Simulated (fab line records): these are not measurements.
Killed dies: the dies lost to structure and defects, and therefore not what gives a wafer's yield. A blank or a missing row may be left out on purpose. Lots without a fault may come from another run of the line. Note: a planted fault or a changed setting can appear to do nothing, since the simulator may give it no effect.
Chamber matching ; flow nandHarc ; cmp-04 running NHARC_A_STAIRCASE_CMP_152: 4 sister chambers
The step polishes. 14 wafers are shown with their chamber, then 7 later ones without.

WAFERS WITH THEIR CHAMBER
wafer;chamber;motorCurrentA (A)
L077.1;1;11.6
L077.2;2;12.3
L077.6;1;11.7
L076.1;1;11.2
L076.3;2;12.1
L076.5;0;12.6
L082.1;2;12.3
L082.3;1;11.7
L082.6;3;12.1
L088.4;2;12.1
L088.5;0;12.0
L088.6;1;10.9
L090.2;1;11.3
L090.4;0;12.6

SIGNATURES, as means of the wafers listed above
reading;chamber 0;chamber 1;chamber 2;chamber 3;scatter within a chamber
motorCurrentA;12.400;11.400;12.200;12.100;0.283
Rule: distance of a wafer from a chamber = root of the sum over the readings of ((wafer's reading minus chamber's mean) / reading's scatter) squared. If the next closest chamber is less than 2 further off than the closest, the wafer can't be placed; otherwise it belongs to the closest. The scatter is the square root of a quotient: the sum, over the shown wafers, of each reading's squared deviation from its chamber's mean, divided by wafers minus chambers.

WAFERS WHOSE CHAMBER IS MISSING
wafer;motorCurrentA (A)
L090.5;11.4
L096.2;12.7
L096.3;11.4
L096.5;11.2
L095.3;13.1
L095.5;12.8
L095.6;12.9

CHAMBER TAKEN BY EACH
wafer;from the rows above;in truth
L090.5;1;1
L096.2;can't be placed: 0 or 2 or 3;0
L096.3;1;1
L096.5;1;1
L095.3;can't be placed: 0 or 2 or 3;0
L095.5;can't be placed: 0 or 2 or 3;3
L095.6;can't be placed: 0 or 2 or 3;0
Correct placement for 3 of the 7. Not placeable from these rows: 4 (in 4, the candidates include the true chamber). Number placed wrongly: 0.
